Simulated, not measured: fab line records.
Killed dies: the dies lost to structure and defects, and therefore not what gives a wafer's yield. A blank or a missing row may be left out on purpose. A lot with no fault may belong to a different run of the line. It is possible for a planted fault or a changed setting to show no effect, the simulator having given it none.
Struck lot and sound lot, side by side || flow nandHarc || 13 steps out of a route of 1302
Sound: these wafers, L280.3, L280.5, L280.6. Struck: wafer L276.1 (left out: L276.3, L276.4 of the same lot, which were not struck); the cause appears at the end.
Each step with rows lists, per side, the tool, then ch with its chambers, then its first start. Under that, the readings that differ: sound wafers || struck wafers || difference of the means || sigmas: that difference in standard deviations of wafers without a fault.
alike: readings with means less than 2 such deviations apart, plus words and numbers identical on both sides. not compared: withheld readings, readings lacking a value on some wafer, bounds such as >300 that could conceal the same value, and numbers that have no deviation in the record and whose values overlap.
The two part at a step that has a row with sigmas, a row that says differs or no value, or rows on one side only. Numbers that don't overlap but have no deviation are shown without sigmas and don't part them. A reading missing from all wafers of one side parts the sides only when that side holds two or more wafers.

first, 4 steps without rows for these wafers: NHARC_A_STAIRCASE_PEB_182 (peb time 130 s); NHARC_A_STAIRCASE_DEVELOP_183 (time 140 s); NHARC_A_STAIRCASE_HARDBAKE_185 (time 140 s); NHARC_A_STAIRCASE_DESCUM_186 (chemistry O2, time 3 s).
NHARC_A_STAIRCASE_TRIM_187: chemistry O2, time 211.2 s.
  sound on rieDiel-08 ch 2,3, day 22 11:22; struck on rieDiel-06 ch 1, day 20 08:27
  alike: drypumpMotorCurrentA, oesProductAu, rfVppV, showerheadPlenumPTorr, throttleValvePct
  not compared: rfHoursCounterH
NHARC_A_STAIRCASE_ETCH_188: etches the open film in C4F8/O2, target depth 100 nm, time 40.5 s.
  sound: rieDiel-08 ch 0,2,3; struck: rieDiel-06 ch 0
{"reading": "rfVppV (V)", "sound": "889 897 895", "struck": 903, "difference": "+9", "sigmas": "+2"}
  alike: oesProductAu
  not compared: rfHoursCounterH
NHARC_A_STAIRCASE_TRIM_189: chemistry O2, time 211.2 s.
  sound: rieDiel-08 ch 0,2,3; struck: rieDiel-06 ch 3
  alike: drypumpMotorCurrentA, oesProductAu, rfVppV, showerheadPlenumPTorr, throttleValvePct
  not compared: rfHoursCounterH
then, 2 steps without rows for these wafers: NHARC_A_STAIRCASE_ETCH_190 (etches the open film in C4F8/O2, target depth 100 nm, time 40.5 s); NHARC_A_STAIRCASE_TRIM_191 (chemistry O2, time 211.2 s).
NHARC_A_STAIRCASE_ETCH_192: etches the open film in C4F8/O2, target depth 100 nm, time 40.5 s.
  sound: rieDiel-08 ch 0,2,3; struck: rieDiel-06 ch 3
{"reading": "oesProductAu (a.u.)", "sound": "0.928 0.953 0.953", "struck": 0.919, "difference": -0.026, "sigmas": -2}
  alike: rfVppV
  not compared: rfHoursCounterH
NHARC_A_STAIRCASE_TRIM_193: chemistry O2, time 211.2 s.
  sound: rieDiel-08 ch 0,2,3; struck: rieDiel-06 ch 1
  alike: drypumpMotorCurrentA, oesProductAu, rfVppV, showerheadPlenumPTorr, throttleValvePct
  not compared: rfHoursCounterH
NHARC_A_STAIRCASE_ETCH_194: etches the open film in C4F8/O2, target depth 100 nm, time 40.5 s.
  sound on rieDiel-08 ch 0,2, day 22 12:19; struck on rieDiel-06 ch 3, day 20 10:13
{"reading": "oesProductAu (a.u.)", "sound": "0.949 0.953 0.941", "struck": 0.774, "difference": -0.174, "sigmas": -14}
  alike: rfVppV
  not compared: rfHoursCounterH
-- break in the record here, with 8 days between the starts of the struck wafers on either side (left off in module A_STAIRCASE, picked up again in module END, where the first step shown is number 1302 on the route) --
NHARC_END_SORT_01:
  at this point the record logs the struck wafers (prober-02 ch 0, day 28 10:53) and has no rows for the sound ones

## WHERE THEY PART
At NHARC_A_STAIRCASE_ETCH_188 first; at NHARC_END_SORT_01 last (within this record only).

WHY: what had been put in by the simulator
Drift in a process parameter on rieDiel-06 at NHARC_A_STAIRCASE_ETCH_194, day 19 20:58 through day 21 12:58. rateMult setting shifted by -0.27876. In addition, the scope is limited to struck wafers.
